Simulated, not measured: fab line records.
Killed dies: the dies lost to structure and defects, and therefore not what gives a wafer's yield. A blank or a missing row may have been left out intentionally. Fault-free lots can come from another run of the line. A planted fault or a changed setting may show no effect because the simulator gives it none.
Problem report, 8D (eight disciplines) form, completed by code -- flow n5Finfet -- the parts of the form that need people (team, actions taken, sign-off) are left out

== 1. WHAT WENT WRONG ==
M5_ILD_THK at N5_BEOL_M5_THK_MEAS_01 reads a mean of 206.0 nm on 3 wafers of 3 lots; wafers without a fault read 121.0 nm with a standard deviation of 1.3. That puts it +65 standard deviations away from the usual mean.
Earliest sighting: wafer L405.4 on filmMetro-01 at day 12 20:14. The record holds 28 wafers of 10 lots with a number at this step. By rule, "out" or "out of limits" means more than 4 standard deviations away from the usual mean. All remaining wafers that have a number are taken as sound.

== 2. WHAT IT IS, WHAT IT ISN'T ==
question,is,is not
which readings at this step,M5_ILD_THK,-
which lots,"L405, L407, L409","L388, L389, L391, L394, L395, L400, L410"
which wafers of those lots,"L405.4, L407.4, L409.6","L405.5, L407.5, L409.1, L409.5"
read on which gauges,filmMetro-01,filmMetro-02
when,from day 12 20:14,"up to then (19 sound wafers); but 6 sound wafers of L407, L409, L410 came after"

== 3. WHAT RULES OUT EACH SUSPECT ==
Counting: if a tool at a process step up to the reading ran every lot that is out, it stays a suspect. Sound lots after the first of them don't rule it out here, since some wafers of a struck lot are sound.
- the gauge at N5_BEOL_M5_THK_MEAS_01: ruled out. All the wafers that are out were read on filmMetro-01, but those of them that N5_PASSIVATION_PROBE_49 has rows for are out there too, on other tools.
- cvdCo-02 at N5_BEOL_M4_CO_CAP_55 (material Co, precursor CCTBA/H2, target thk 2 nm, time 102.1 s): kept. It processed each lot that is out (first: L405, day 12 18:30); up to then, its last sound lot is L388 (day 7 23:36).
- pecvd-02 at N5_BEOL_M5_ILD_DEP_00 (deposits SiCOH lowk from DEMS/porogen, target thk 140.64 nm, time 25.9 s): kept. It processed each lot that is out (first: L405, day 12 19:41); up to then, its last sound lot is L395 (day 9 11:53).
Left after counting: cvdCo-02 at N5_BEOL_M4_CO_CAP_55, pecvd-02 at N5_BEOL_M5_ILD_DEP_00.

== 4. THE CAUSE (what the simulator had put in) ==
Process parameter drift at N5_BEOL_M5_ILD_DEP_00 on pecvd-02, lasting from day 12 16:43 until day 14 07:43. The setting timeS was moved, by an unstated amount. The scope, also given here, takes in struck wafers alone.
Of the 2 suspects that counting leaves, this tool is one.

== 5. THE EFFECT CHAIN, in route order ==
One row per reading whose mean, taken over the struck wafers that have a number, lies over 3 standard deviations from the usual. Scope: only readings with a usual standard deviation given in the record; hours: median across lots of the time from each lot's start at the first step in this table that gives one to its start at this step; sigmas: change in usual standard deviations.
hours,step,reading,usual,on struck wafers,change,sigmas
0,N5_BEOL_M5_THK_MEAS_01,M5_ILD_THK,121.0 nm,206.0,+85.0,+65
102,N5_PASSIVATION_PROBE_49,defectLimitedYield,91.4 %,0.0,-91.4,-61
102,N5_PASSIVATION_PROBE_49,killed_at_M4_up,13,1090,+1077,+99 or more
102,N5_PASSIVATION_PROBE_49,killedDies,101,1180,+1079,+60
102,N5_PASSIVATION_PROBE_49,killedOnRim,13,152,+139,+35
102,N5_PASSIVATION_PROBE_49,sort_bin_5_function,5.1 %,96.9,+91.8,+92
102,N5_PASSIVATION_PROBE_49,sortNPass,1079,0,-1079,-60
102,N5_PASSIVATION_PROBE_49,sortYieldPct,91.4 %,0.0,-91.4,-61
It contains these process steps:
- N5_PASSIVATION_PROBE_49

== 6. WHAT WOULD HAVE CAUGHT IT SOONER ==
Counted from the fault's start at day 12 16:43, it took 4 hours until the first out-of-limits reading at a measuring or inspecting step in this record, taken at day 12 20:14.
No tool reading at N5_BEOL_M5_ILD_DEP_00 that has a usual standard deviation in the record was out on any struck wafer, so an alarm limit of 4 standard deviations on those readings would not have fired.
Among the 3 lots that are out, L407, L409 began N5_BEOL_M5_ILD_DEP_00 on pecvd-02 after day 12 20:14. A hold on the tool at that time would have spared those 2.
